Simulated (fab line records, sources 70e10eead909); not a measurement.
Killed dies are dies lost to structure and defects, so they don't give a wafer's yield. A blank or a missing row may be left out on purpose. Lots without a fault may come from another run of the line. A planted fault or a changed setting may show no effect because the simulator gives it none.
Which tool did it? | flow nand_harc | 6 lots, 18 wafers sampled, at 5 steps of a route of 1302

WHAT THE GAUGES READ, wafer by wafer
NHARC_END_SORT_01.
lot  | measured     | on        | defect_limited_yield (%)
L363 | day 29 19:15 | prober-01 | 92 93 94
L366 | day 30 03:07 | prober-01 | 90 90 89

WHICH TOOL RAN EACH LOT (tool, then ch and the chambers of the sampled wafers, then the start)
lot  | NHARC_A_M0_DEP_32               | NHARC_A_M1_ETCH_28                 | NHARC_A_M1_DEGAS_29          | NHARC_A_M1_ANNEAL_31
L351 | pecvd-02 ch 0,1, day 23 08:13   | rie_diel-06 ch 0,2,3, day 23 10:07 | pvd_sputter-03, day 23 10:31 | rtp_anneal-02 ch 0, day 23 11:18
L361 | pecvd-01 ch 0,2, day 26 19:26   | rie_diel-06 ch 2,3, day 26 21:25   | pvd_sputter-01, day 26 21:50 | rtp_anneal-02 ch 0, day 26 22:40
L363 | pecvd-02 ch 0,2, day 28 06:35   | rie_diel-06 ch 1,2, day 28 08:32   | pvd_sputter-03, day 28 08:55 | rtp_anneal-01 ch 0, day 28 09:43
L366 | pecvd-01 ch 0,1,2, day 28 09:46 | rie_diel-09 ch 0,1,3, day 28 11:41 | pvd_sputter-03, day 28 12:05 | rtp_anneal-01 ch 0, day 28 12:53
L369 | pecvd-01 ch 0,1,2, day 30 06:14 | rie_diel-10 ch 1,3, day 30 08:07   | pvd_sputter-01, day 30 08:31 | rtp_anneal-02 ch 0, day 30 09:20
L373 | pecvd-01 ch 1,2, day 31 11:46   | rie_diel-09 ch 1,3, day 31 14:20   | pvd_sputter-01, day 31 14:44 | rtp_anneal-01 ch 0, day 31 15:33
- NHARC_A_M0_DEP_32: deposits SiCN, target thk 30 nm.
- NHARC_A_M1_ETCH_28: etches the open film in CF4/N2, target depth 30 nm, time 72.99 s.
- NHARC_A_M1_DEGAS_29: time 60 s.
- NHARC_A_M1_ANNEAL_31: time 90 s.

THE ANSWER, worked out from the rows above alone
Rule: what is usual is taken from the lots themselves. Put in order of their means at a reading, lots are off if they are a third of the lots or fewer, leave a main group of 4 or more, and stand apart from it by a gap of 3 or more times the standard deviation of the main group's means; of several such gaps the widest counts. A main group whose means are all the same, to the digits that the tables above print for the reading, isn't used. A lot without any number at a reading at which 4 lots or more have one is off too. The other lots that the step has rows for count as sound.
No lot is off at any reading shown: from this, nothing can be told.

WHAT THE SIMULATOR HAD PUT IN
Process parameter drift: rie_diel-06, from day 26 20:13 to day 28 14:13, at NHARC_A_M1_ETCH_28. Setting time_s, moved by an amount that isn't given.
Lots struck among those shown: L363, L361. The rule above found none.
